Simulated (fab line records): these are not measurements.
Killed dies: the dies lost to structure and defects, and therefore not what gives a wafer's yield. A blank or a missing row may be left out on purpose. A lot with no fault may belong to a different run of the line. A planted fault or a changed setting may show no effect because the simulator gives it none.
Chamber matching    flow n5Finfet    4 sister chambers for N5_SDB_ALD_29 on aldSin-02
The step deposits SiNx, target thk 30 nm, pulse time 1 s, ald cycles 600. 8 wafers are shown with their chamber, then 7 later ones without.

## EACH WAFER AND ITS CHAMBER
wafer   chamber  heaterPowerW (W)  precursorPulseHeightRel
L632.6  3        756               1.018
L638.1  3        775               1.007
L638.2  0        835               0.998
L639.2  1        889               0.990
L639.4  2        780               1.021
L639.6  1        902               0.991
L642.1  0        839               1.010
L642.2  2        779               0.999

## WAFERS MISSING THEIR CHAMBER
wafer   heaterPowerW (W)  precursorPulseHeightRel
L642.5  777               1.012
L646.1  770               0.990
L646.2  767               1.021
L646.3  846               1.021
L647.1  836               1.020
L647.3  764               1.000
L647.4  784               0.988

## CHAMBER TAKEN BY EACH
wafer   from the rows above      in truth
L642.5  can't be placed: 2 or 3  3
L646.1  can't be placed: 2 or 3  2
L646.2  can't be placed: 3 or 2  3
L646.3  0                        0
L647.1  0                        0
L647.3  can't be placed: 3 or 2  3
L647.4  can't be placed: 2 or 3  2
Correctly placed: 2 of 7. Not placeable from these rows: 5 (in 5, the candidates include the true chamber). Wrongly placed: 0.
How it was worked out, from the rows above alone: a wafer's distance from a chamber is the root of the sum, over the readings, of the square of ((its reading less the chamber's mean) divided by the reading's scatter). The wafer belongs to the nearest chamber; if the next one is less than 2 further off, it can't be placed. Each chamber's mean is taken over the wafers shown for it. How the scatter is found: for the shown wafers, subtract from each reading the mean of its chamber, square and add these, divide the total by (wafers less chambers), then take the root.
